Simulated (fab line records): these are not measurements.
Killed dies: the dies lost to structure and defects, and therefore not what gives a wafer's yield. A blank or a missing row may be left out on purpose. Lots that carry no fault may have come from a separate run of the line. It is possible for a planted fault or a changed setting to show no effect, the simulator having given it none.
fab line records    flow n5Finfet
record: lots: 5  wafers: 15  lastDay: 19
route steps=1938 shown HKMG_FIN@445 BEOL_M4@1111
lots untouched by any fault: they come from a run of this same line in which no faults occurred
startH: the number of hours between the record's first day and the start of the first shown wafer of the lot    waitH: hours from the lot's prior step to this one    " same as the row above    L1.1+2: several wafers, shown together as one row    - no value, or no start was given    * or withheld: withheld    < > ~ a bound
route shown NAME@n: a module of which the file shows steps, and the number in the route of the first    usual: mean/standard deviation taken from wafers without a fault    same: alike in all rows    chamber/n: place in a boat    sites: per-site readings    _std_site: standard deviation across them    _edge_site: outer sites' mean less inner sites'    radiusMm: for every site, how far away it sits from the centre of the wafer    mask NAME#n: copy n    behind: the last tool/chamber to shape the wafer    hold: the reason the lot was held/the length of the hold in hours/how it ended    device: transistor that didn't switch, given as n, p or np    end of line: tests of these same wafers at the route's end    a step given without rows: its recipe and nothing more    killed: the dies lost at the first sort to structure and to defects; this is not the yield of the wafer    map: dies across one wafer; x = killed, . = not, _ = none there
set.NAME: the run value of the setting; set.NAME@STEP: its run value at that earlier step    model.NAME: the simulator's own value behind a step, which no gauge read
a table for each step, a row for each wafer; lots at some steps of the route
services: the hour from which a tool's chamber was out of use, counted from the record's first day as startH (under 0 if before that day), plus the number of hours and why
== steps ==
step: N5_HKMG_FIN_STRIP_89
recipe: chemistry: N2/H2  material: SOC  timeS: 20  powerW: 500  tempC: 40  pressureMtorr: 50  rfFrequencyHz: 6e+07  biasPowerW: 8  h2Frac: 0.5  n2FlowSccm: 300  h2FlowSccm: 300
step: N5_HKMG_FIN_WET_ETCH_87
recipe: chemistry: SC1  target: TiN  mix: 1:2:40  tempC: 50  timeS: 154.2  targetDepthNm: 4.7  dry: ipaMarangoni  rinseTimeS: 30  rinseTempC: 23
step: N5_HKMG_FIN_STRIP_88
recipe: chemistry: N2/H2  powerW: 2500  tempC: 300  h2Frac: 0.65  timeS: 360  pressureMtorr: withheld  n2FlowSccm: 1750  h2FlowSccm: 3250
step: N5_HKMG_FIN_NWFM_ALD_20
recipe: material: TiAlC  targetThkA: 20  tempC: 300  aldPrecursorFamily: TiCl4  aldCoReactant: TEA  pulseTimeS: 3  purgeTimeS: 2  coReactantPurgeTimeS: 2  coReactantPulseTimeS: 10  aldCycles: 7  pressureTorr: 3
step: N5_HKMG_FIN_ALD_71
recipe: material: TiN  targetThkA: 10  tempC: 400  aldPrecursorFamily: TiCl4  aldCoReactant: NH3  pulseTimeS: 1  purgeTimeS: 3  coReactantPurgeTimeS: 2  coReactantPulseTimeS: 2  aldCycles: 47  pressureTorr: 3
usual: aldCycles: 47/0  heaterPowerW: 869/91  precursorPulseHeightRel: 1.001/0.019
lot.wafer  tool         chamber  startH  waitH  aldCycles  heaterPowerW  precursorPulseHeightRel  sinceWetCleanH
L438.1     aldMetal-01  2        109.13  0.0    47         758           1.024                    5926
L438.2     "            1        "       "      47         754           0.992                    5926
L438.5     "            0        "       "      47         850           0.998                    -
L448.2     aldMetal-02  1        167.04  0.0    47         821           0.975                    4445
L448.5     "            3        "       "      47         896           1.029                    -
L448.6     "            2        "       "      47         817           0.996                    -
L450.1     aldMetal-04  1        178.46  0.0    47         820           0.996                    2918
L450.2     "            3        "       "      47         904           1.026                    2918
L450.6     "            1        "       "      47         823           0.970                    -
L453.1     aldMetal-01  1        199.79  0.0    47         764           1.030                    6017
L453.4     "            2        "       "      47         773           1.050                    6017
L453.5     "            2        "       "      47         763           1.023                    -
L455.3     aldMetal-01  1        208.52  0.0    47         787           1.001                    6025
L455.5     "            1        "       "      47         756           0.984                    -
L455.6     "            0        "       "      47         851           1.043                    -
step: N5_HKMG_FIN_COAT_66
recipe: resist: SOC  tempC: 250  timeS: 60  spinRpm: 1500  resistThkNm: 300
step: N5_HKMG_FIN_ETCH_67
recipe: chemistry: N2/H2  target: SOC  targetDepthA: 3889  stopOn: TiN  ionEnergyEv: 100  biasW: 61  pressureMtorr: 30  sourceW: 850  n2FlowSccm: 200  h2FlowSccm: 200
step: N5_HKMG_FIN_STRIP_90
recipe: chemistry: N2/H2  material: SOC  timeS: 20  powerW: 500  tempC: 40  pressureMtorr: 50  rfFrequencyHz: 6e+07  biasPowerW: 8  h2Frac: 0.5  n2FlowSccm: 300  h2FlowSccm: 300
usual: drypumpMotorCurrentA: 5.8/0.52  h2FlowSccm: 300.0/0.76  oesProductAu: 0.74/0.073  rfVppV: 54.3/0.88  showerheadPlenumPTorr: 3.36/0.12  throttleValvePct: 19.1/0.5
lot.wafer  tool        chamber  startH  waitH  drypumpMotorCurrentA  h2FlowSccm  oesProductAu  rfHoursCounterH  rfVppV  showerheadPlenumPTorr  throttleValvePct
L438.1     rieDiel-02  0        109.53  0.0    6.1                   299.1       0.69          248              54.1    3.17                   18.5
L438.2     "           3        "       "      6.3                   299.8       0.75          153              54.6    3.24                   18.7
L438.5     "           3        "       "      6.4                   298.8       0.75          -                54.3    3.24                   18.7
L448.2     rieDiel-02  2        167.44  0.0    5.2                   299.5       0.69          239              53.8    3.29                   19.1
L448.5     "           2        "       "      5.2                   300.2       0.69          -                53.1    3.29                   19.1
L448.6     "           1        "       "      5.5                   299.9       0.72          -                54.1    3.34                   19.5
L450.1     rieDiel-06  0        178.86  0.0    5.9                   300.1       0.73          187              55.1    3.47                   19.4
L450.2     "           2        "       "      6.2                   300.1       0.68          219              55.0    3.47                   19.6
L450.6     "           2        "       "      6.1                   300.2       0.68          -                54.9    3.47                   19.6
L453.1     rieDiel-02  1        200.19  0.0    5.5                   298.2       0.71          217              53.0    3.34                   19.5
L453.4     "           2        "       "      5.2                   298.7       0.69          247              53.7    3.28                   19.1
L453.5     "           3        "       "      6.4                   300.5       0.73          -                54.2    3.22                   18.8
L455.3     rieDiel-03  3        208.94  0.0    6.1                   300.7       0.67          241              53.7    3.17                   18.6
L455.5     "           2        "       "      5.7                   299.5       0.72          -                54.3    3.20                   19.0
L455.6     "           1        "       "      5.9                   300.6       0.79          -                53.5    3.49                   20.2
step: N5_HKMG_FIN_WET_ETCH_73
recipe: chemistry: SC1  mix: 1:2:40  tempC: 50  timeS: 42.3  targetDepthNm: 1.3  dry: ipaMarangoni  rinseTimeS: 30  rinseTempC: 23
step: N5_HKMG_FIN_ETCHBACK_68
recipe: chemistry: Cl2/Ar  stopOn: HfO2  targetDepthA: 5  pressureMtorr: 10  icpW: 600  biasW: 60  Cl2_flow_sccm: 40  Ar_flow_sccm: 60
usual: drypumpMotorCurrentA: 5.5/0.52  heBacksideLeakSccm: 3.41/0.17  oesProductAu: 0.76/0.1  throttleValvePct: 20.76/0.18
lot.wafer  tool         chamber  startH  waitH  drypumpMotorCurrentA  heBacksideLeakSccm  oesProductAu  rfHoursCounterH  throttleValvePct
L438.1     rieMetal-01  1        109.69  0.0    5.7                   3.34                0.81          22               20.48
L438.2     "            0        "       "      5.0                   3.27                0.87          16               20.82
L438.5     "            0        "       "      5.0                   3.34                0.87          -                20.80
L448.2     rieMetal-01  1        167.60  0.0    5.7                   3.56                0.80          29               20.50
L448.5     "            0        "       "      5.0                   3.33                0.84          -                20.83
L448.6     "            1        "       "      5.7                   3.40                0.80          -                20.48
L450.1     rieMetal-01  1        179.02  0.0    5.7                   3.35                0.80          29               20.50
L450.2     "            0        "       "      5.0                   3.42                0.84          23               20.82
L450.6     "            1        "       "      5.6                   3.23                0.79          -                20.49
L453.1     rieMetal-01  1        200.35  0.0    5.6                   3.49                0.79          30               20.50
L453.4     "            0        "       "      5.0                   3.64                0.75          -                20.92
L453.5     "            1        "       "      5.6                   3.29                0.79          -                20.49
L455.3     rieMetal-03  0        209.14  0.1    5.1                   3.57                0.80          -                21.03
L455.5     "            0        "       "      5.2                   3.41                0.79          -                21.02
L455.6     "            1        "       "      6.0                   3.36                0.63          -                20.64
step: N5_HKMG_FIN_STRIP_69
recipe: chemistry: N2/H2  powerW: 2500  tempC: 300  h2Frac: 0.65  timeS: 360  pressureMtorr: withheld  n2FlowSccm: 1750  h2FlowSccm: 3250
usual: drypumpMotorCurrentA: 5.83/0.059  h2FlowSccm: 3248/9.9  heaterPowerW: 436/44
lot.wafer  tool            chamber  startH  waitH  drypumpMotorCurrentA  h2FlowSccm  heaterPowerW  rfHoursCounterH
L438.1     plasmaAsher-01  1        109.85  0.1    5.83                  3252        501           44
L438.2     "               0        "       "      5.89                  3260        430           44
L438.5     "               1        "       "      5.90                  3233        497           -
L448.2     plasmaAsher-02  1        167.74  0.1    5.80                  3241        378           104
L448.5     "               1        "       "      5.79                  3230        381           -
L448.6     "               0        "       "      5.77                  3255        460           -
L450.1     plasmaAsher-02  1        179.16  0.1    5.81                  3237        368           107
L450.2     "               0        "       "      5.78                  3260        459           107
L450.6     "               1        "       "      5.82                  3246        373           -
L453.1     plasmaAsher-02  0        200.49  0.1    5.73                  3247        458           112
L453.4     "               1        "       "      5.81                  3255        372           -
L453.5     "               1        "       "      5.79                  3253        381           -
L455.3     plasmaAsher-01  0        209.36  0.2    5.89                  3229        433           -
L455.5     "               0        "       "      5.92                  3214        440           -
L455.6     "               1        "       "      5.81                  3250        505           -
step: N5_HKMG_FIN_ALD_21
recipe: material: TiN  targetThkA: 15  tempC: 400  aldPrecursorFamily: TiCl4  aldCoReactant: NH3  pulseTimeS: 1  purgeTimeS: 3  coReactantPurgeTimeS: 2  coReactantPulseTimeS: 2  aldCycles: 68  pressureTorr: 3
step: N5_HKMG_FIN_ALD_72
recipe: material: W  targetThkA: 20  tempC: 300  pressureTorr: 7.5  aldPrecursorFamily: WF6  aldCoReactant: B2H6  pulseTimeS: 1  purgeTimeS: 2  coReactantPurgeTimeS: 2  coReactantPulseTimeS: 3  aldCycles: 7
usual: aldCycles: 7/0  heaterPowerW: 488/56  precursorPulseHeightRel: 1.001/0.021
lot.wafer  tool     chamber  startH  waitH  aldCycles  heaterPowerW  precursorPulseHeightRel  sinceWetCleanH
L438.1     cvdW-02  1        110.59  0.2    7          574           1.008                    279
L438.2     "        0        "       "      8          443           1.001                    279
L438.5     "        1        "       "      7          574           1.024                    -
L448.2     cvdW-01  0        168.48  0.2    7          430           0.995                    850
L448.5     "        1        "       "      7          479           1.005                    -
L448.6     "        0        "       "      7          415           0.958                    -
L450.1     cvdW-01  1        179.90  0.2    7          481           0.998                    862
L450.2     "        0        "       "      7          431           0.978                    862
L450.6     "        1        "       "      7          497           1.009                    -
L453.1     cvdW-02  1        201.24  0.2    7          574           1.010                    369
L453.4     "        0        "       "      7          454           1.012                    -
L453.5     "        0        "       "      7          456           0.992                    -
L455.3     cvdW-02  0        210.01  0.2    7          459           0.995                    -
L455.5     "        0        "       "      7          464           1.017                    -
L455.6     "        1        "       "      7          566           1.009                    -
step: N5_HKMG_FIN_W_FILL_22
recipe: material: W  targetThkA: 600  tempC: 400  pressureTorr: 39.4  timeS: 18.2
usual: heaterPowerW: 871/97  throttleValvePct: 19.9/0.64
lot.wafer  tool     chamber  startH  waitH  heaterPowerW  sinceWetCleanH  throttleValvePct
L438.1     cvdW-02  1        110.66  0.0    1015          279             19.5
L438.2     "        0        "       "      791           279             20.4
L438.5     "        1        "       "      1030          -               19.7
L448.2     cvdW-01  0        168.55  0.0    777           851             18.6
L448.5     "        1        "       "      893           -               20.6
L448.6     "        0        "       "      756           -               18.6
L450.1     cvdW-01  1        179.97  0.0    876           862             20.6
L450.2     "        0        "       "      766           862             18.6
L450.6     "        1        "       "      889           -               20.5
L453.1     cvdW-02  1        201.30  0.0    1025          369             20.1
L453.4     "        0        "       "      814           -               20.1
L453.5     "        0        "       "      820           -               20.4
L455.3     cvdW-02  0        210.06  0.0    837           -               20.6
L455.5     "        0        "       "      791           -               20.6
L455.6     "        1        "       "      1000          -               20.0
step: N5_BEOL_M4_RC_MEAS_101
usual: DIBL_N: 36.3/1.6  DIBL_P: 36.4/2.1  IOFF_N: 0.16/0.032  IOFF_P: 0.22/0.044  ION_N: 675/12  ION_P: 463/8.3  SS_N: 71.6/0.64  SS_P: 73.3/0.67  VT_N: 250/3.3  VT_P: -250/3.7
lot.wafer  tool       chamber  startH  waitH  DIBL_N[mV/V]  DIBL_P[mV/V]  IOFF_N[nA/um]  IOFF_P[nA/um]  ION_N[uA/um]  ION_P[uA/um]  SS_N[mV/dec]  SS_P[mV/dec]  VT_N[mV]  VT_P[mV]
L438.1     prober-02  0        232.19  0.0    36.9          35.8          0.16           0.20           686           462           71.2          72.5          248       -251
L438.2     "          0        "       "      37.4          36.2          0.18           0.22           687           459           71.3          72.7          246       -248
L438.5     "          0        "       "      39.1          38.6          0.21           0.25           685           463           72.0          73.3          247       -247
L448.2     prober-02  0        306.26  0.9    34.9          36.5          0.16           0.22           686           473           71.5          73.9          248       -252
L448.5     "          0        "       "      33.3          33.8          0.12           0.18           653           452           71.9          72.8          255       -253
L448.6     "          0        "       "      33.3          33.3          0.12           0.18           662           456           70.7          73.7          254       -251
L450.1     prober-01  0        308.42  0.0    37.5          36.8          0.18           0.23           678           454           72.7          74.0          249       -249
L450.2     "          0        "       "      37.8          36.5          0.19           0.23           686           465           71.9          73.8          247       -249
L450.6     "          0        "       "      40.3          39.5          0.25           0.28           691           457           72.7          74.4          246       -247
L453.1     prober-01  0        321.61  0.0    39.1          40.5          0.25           0.32           694           475           72.6          74.5          241       -243
L453.4     "          0        "       "      36.1          36.6          0.17           0.24           680           467           72.0          73.4          247       -247
L453.5     "          0        "       "      35.1          35.8          0.16           0.24           684           477           71.2          72.7          247       -246
L455.3     prober-02  0        354.79  0.3    38.2          40.3          0.19           0.23           686           464           72.5          74.5          246       -249
L455.5     "          0        "       "      33.0          33.1          0.10           0.13           661           447           71.4          71.3          259       -259
L455.6     "          0        "       "      36.2          37.2          0.14           0.18           674           456           71.7          73.7          252       -254
== services ==
tool            chamber  startH  hours  kind
plasmaAsher-01  -        99.91   6.3    repair
aldMetal-01     2        109.38  21.7   repair
cvdW-01         0        113.05  12.3   repair
rieDiel-02      0        115.19  -      clean
rieDiel-02      0        115.19  -      consumableReplace:focusRing
rieDiel-02      0        115.19  -      consumableReplace:showerhead
rieDiel-02      0        115.19  21.1   scheduledDown
rieDiel-02      0        115.19  21.1   ventCycle
rieDiel-06      0        119.41  1.3    repair
aldMetal-02     0        120.58  4.2    repair
rieDiel-03      2        127.70  2.8    repair
rieMetal-03     -        132.29  15.6   pm
cvdW-02         1        134.20  16.0   repair
aldMetal-01     -        139.11  0.6    repair
cvdW-01         -        140.43  2.8    pm
rieMetal-03     0        148.66  21.8   repair
rieDiel-03      0        163.82  -      clean
rieDiel-03      0        163.82  -      consumableReplace:focusRing
rieDiel-03      0        163.82  23.9   scheduledDown
plasmaAsher-01  -        173.04  2.9    repair
plasmaAsher-01  -        178.82  0.7    repair
rieDiel-02      2        187.41  4.7    repair
rieDiel-06      2        204.99  5.7    repair
rieDiel-02      0        209.63  4.7    repair
== key ==
firstSign: step: N5_HKMG_FIN_ALD_72  reading: aldCycles  direction: up  sigmas: 99+  usual: *  struck: *
effect none on later readings
metAt N5_HKMG_FIN_ALD_72
struckWafers L438.2
fault: kind: processParameterDrift  tool: cvdW-02  chamber: -  onsetH: 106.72  steps: N5_HKMG_FIN_ALD_72  channel: aldCycles  offset: *  shape: step  endH: 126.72  scope: struckWafersOnly  stated: *
